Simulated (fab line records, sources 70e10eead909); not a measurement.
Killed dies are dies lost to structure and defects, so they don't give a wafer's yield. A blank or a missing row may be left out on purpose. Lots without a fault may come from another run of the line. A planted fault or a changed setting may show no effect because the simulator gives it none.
fab line records | flow nand_harc
record lots=5 wafers=15 last_day=31
route steps=1302 shown A_ONON_D1@424
lots that met no fault: from a run of the same line without faults
start_h: hours from the record's first day to the start of the lot's first wafer shown | wait_h: hours since the lot's step before | " the same as in the row above | L1.1+2: a row that stands for several wafers | - no value, or no start given | * or withheld: withheld | < > ~ a bound
route shown NAME@n: a module of which the file shows steps, and the number in the route of the first | usual: mean/standard deviation of fault-free wafers | same: alike in all rows | chamber/n: place in a boat | sites: the reading at each site | _std_site: their standard deviation | _edge_site: outer sites' mean less inner sites' | radius_mm: how far each site lies from the wafer's centre | mask NAME#n: copy n | behind: the tool/chamber that last shaped the wafer | hold: why the lot was held/for how many hours/how that ended | device: the transistor (n, p or np) that didn't switch | end of line: the same wafers' tests at the end of the route | a step without rows: its recipe alone | killed: dies lost to structure and defects at the first sort, not the wafer's yield | map: a wafer's dies, x killed, . not, _ none there
set.NAME: the setting as run; set.NAME@STEP: as run at that earlier step | model.NAME: the simulator's own value behind a step, which no gauge read
lots at some steps of the route; a table a step, a row a wafer
services: from which hour (start_h, from the record's first day; less than 0 if before it) a tool's chamber was out of use, for how many hours, and why
## steps
# step NHARC_A_ONON_D1_DEP_00
# recipe target_thk_a=10000 n2_flow_sccm=2750 n2o_flow_sccm=2000 nh3_flow_sccm=500 sih4_flow_sccm=210 temp_c=400
# step NHARC_A_ONON_D1_THK_MEAS_02
# recipe thk_meas_gauge=ellipsometry
# usual thk_nm=1003/9.7
# columns lot.wafer tool chamber start_h wait_h thk_nm
L461.3 film_metro-02 - 220.13 - 1015
L461.5 " - " " 1012
L461.6 " - " " 1014
L462.4 film_metro-01 - 220.13 - 991
L462.5 " - " " 991
L462.6 " - " " 992
L464.2 film_metro-02 - 240.62 - 1007
L464.3 " - " " 1006
L464.6 " - " " 1007
L473.1 film_metro-01 - 329.78 - 996
L473.3 " - " " 995
L473.6 " - " " 994
L474.1 film_metro-02 - 339.73 - 990
L474.3 " - " " 988
L474.4 " - " " 991
# step NHARC_A_ONON_D1_DEP_03
# recipe target_thk_a=10000 n2_flow_sccm=2750 n2o_flow_sccm=2000 nh3_flow_sccm=500 sih4_flow_sccm=210 temp_c=400
# step NHARC_A_ONON_D1_THK_MEAS_05
# recipe thk_meas_gauge=ellipsometry
# usual thk_nm=997/10
# columns lot.wafer tool chamber start_h wait_h thk_nm
L461.3 film_metro-02 - 220.69 - 1000
L461.5 " - " " 1001
L461.6 " - " " 1000
L462.4 film_metro-01 - 220.70 - 981
L462.5 " - " " 982
L462.6 " - " " 983
L464.2 film_metro-01 - 241.19 - 1009
L464.3 " - " " 1010
L464.6 " - " " 1009
L473.1 film_metro-02 - 330.35 - 982
L473.3 " - " " 980
L473.6 " - " " 979
L474.1 film_metro-01 - 340.30 - 995
L474.3 " - " " 993
L474.4 " - " " 996
# step NHARC_A_ONON_D1_DEP_06
# recipe target_thk_a=10000 n2_flow_sccm=2750 n2o_flow_sccm=2000 nh3_flow_sccm=500 sih4_flow_sccm=210 temp_c=400
# step NHARC_A_ONON_D1_THK_MEAS_08
# recipe thk_meas_gauge=ellipsometry
# usual thk_nm=1002/9.6
# columns lot.wafer tool chamber start_h wait_h thk_nm
L461.3 film_metro-02 - 221.25 - 1006
L461.5 " - " " 1009
L461.6 " - " " 1008
L462.4 film_metro-01 - 221.27 - 987
L462.5 " - " " 988
L462.6 " - " " 989
L464.2 film_metro-01 - 241.76 - 1002
L464.3 " - " " 1003
L464.6 " - " " 1001
L473.1 film_metro-02 - 330.92 - 1012
L473.3 " - " " 1013
L473.6 " - " " 1013
L474.1 film_metro-02 - 340.87 - 1000
L474.3 " - " " 1004
L474.4 " - " " 1002
# step NHARC_A_ONON_D1_DEP_09
# recipe target_thk_a=10000 n2_flow_sccm=2750 n2o_flow_sccm=2000 nh3_flow_sccm=500 sih4_flow_sccm=210 temp_c=400
# step NHARC_A_ONON_D1_THK_MEAS_11
# recipe thk_meas_gauge=ellipsometry
# usual thk_nm=996/9.3
# columns lot.wafer tool chamber start_h wait_h thk_nm
L461.3 film_metro-01 - 221.82 - 996
L461.5 " - " " 999
L461.6 " - " " 999
L462.4 film_metro-02 - 221.84 - 1000
L462.5 " - " " 1001
L462.6 " - " " 1002
L464.2 film_metro-01 - 242.33 - 984
L464.3 " - " " 984
L464.6 " - " " 986
L473.1 film_metro-01 - 331.48 - 993
L473.3 " - " " 992
L473.6 " - " " 995
L474.1 film_metro-01 - 341.44 - 991
L474.3 " - " " 991
L474.4 " - " " 989
# step NHARC_A_ONON_D1_DEP_12
# recipe target_thk_a=10000 n2_flow_sccm=2750 n2o_flow_sccm=2000 nh3_flow_sccm=500 sih4_flow_sccm=210 temp_c=400
# step NHARC_A_ONON_D1_THK_MEAS_14
# recipe thk_meas_gauge=ellipsometry
# usual thk_nm=1001/9.9
# columns lot.wafer tool chamber start_h wait_h thk_nm
L461.3 film_metro-02 - 222.39 - 986
L461.5 " - " " 987
L461.6 " - " " 986
L462.4 film_metro-01 - 222.41 - 999
L462.5 " - " " 1000
L462.6 " - " " 1001
L464.2 film_metro-02 - 242.89 - 1000
L464.3 " - " " 1002
L464.6 " - " " 1001
L473.1 film_metro-01 - 332.05 - 1002
L473.3 " - " " 1001
L473.6 " - " " 1000
L474.1 film_metro-01 - 342.01 - 993
L474.3 " - " " 991
L474.4 " - " " 992
# step NHARC_A_ONON_D1_ANNEAL_15
# recipe temp_c=750 time_s=3600
# step NHARC_A_ONON_D1_DEP_16
# recipe target_thk_a=10000 n2_flow_sccm=2750 n2o_flow_sccm=2000 nh3_flow_sccm=500 sih4_flow_sccm=210 temp_c=400
# columns lot.wafer tool chamber start_h wait_h
L461.3+5+6 pecvd_onon-01 0 228.65 0.2
L462.4+5+6 pecvd_onon-04 0 229.05 0.6
L464.2+3+6 pecvd_onon-04 0 250.08 0.1
L473.1+3+6 pecvd_onon-01 0 336.91 0.1
L474.1+3+4 pecvd_onon-04 0 349.31 0.1
# step NHARC_A_ONON_D1_THK_MEAS_18
# recipe thk_meas_gauge=ellipsometry
# usual thk_nm=1001/10
# columns lot.wafer tool chamber start_h wait_h thk_nm
L461.3 film_metro-02 - 229.05 - 998
L461.5 " - " " 998
L461.6 " - " " 997
L462.4 film_metro-01 - 229.39 - 986
L462.5 " - " " 986
L462.6 " - " " 984
L464.2 film_metro-02 - 250.53 - 1004
L464.3 " - " " 1003
L464.6 " - " " 1004
L473.1 film_metro-01 - 337.42 - 1012
L473.3 " - " " 615
L473.6 " - " " 1011
L474.1 film_metro-02 - 349.81 - 1014
L474.3 " - " " 1011
L474.4 " - " " 1010
# step NHARC_A_ONON_D1_DEP_19
# recipe target_thk_a=10000 n2_flow_sccm=2750 n2o_flow_sccm=2000 nh3_flow_sccm=500 sih4_flow_sccm=210 temp_c=400
## services
# columns tool chamber start_h hours kind
pecvd_onon-01 - 269.08 13.0 pm
pecvd_onon-04 - 311.00 13.0 pm
## key
first_sign step=NHARC_A_ONON_D1_THK_MEAS_18 reading=thk_nm direction=down sigmas=38 usual=1001 struck=615
effect none on later readings
met_at NHARC_A_ONON_D1_DEP_16
struck_wafers L473.3
later_rows_left_out L473.3
sort_left_out L473.3
tester_left_out L473
onset_between 228.65 336.91
fault kind=process_parameter_drift tool=pecvd_onon-01 chamber=- onset_h=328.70 steps=NHARC_A_ONON_D1_DEP_16 channel=target_thk_a offset=* shape=step end_h=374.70 scope=struck_wafers_only acts_in=* stated=*
# tester_left_out: of these lots the tester's yield and bins aren't shown, on N5 and GAA mostly nor the transistor test; their killed dies are dies lost to structure and defects alone, not to doping, threshold or leakage, so they don't give the yield
# sort_left_out: the simulated sort isn't trusted on such a fault, so these wafers' sort isn't shown, and their yield isn't known
# later_rows_left_out: the simulator's readings of these wafers behind a module that went badly wrong aren't trusted and aren't shown, but for the sort
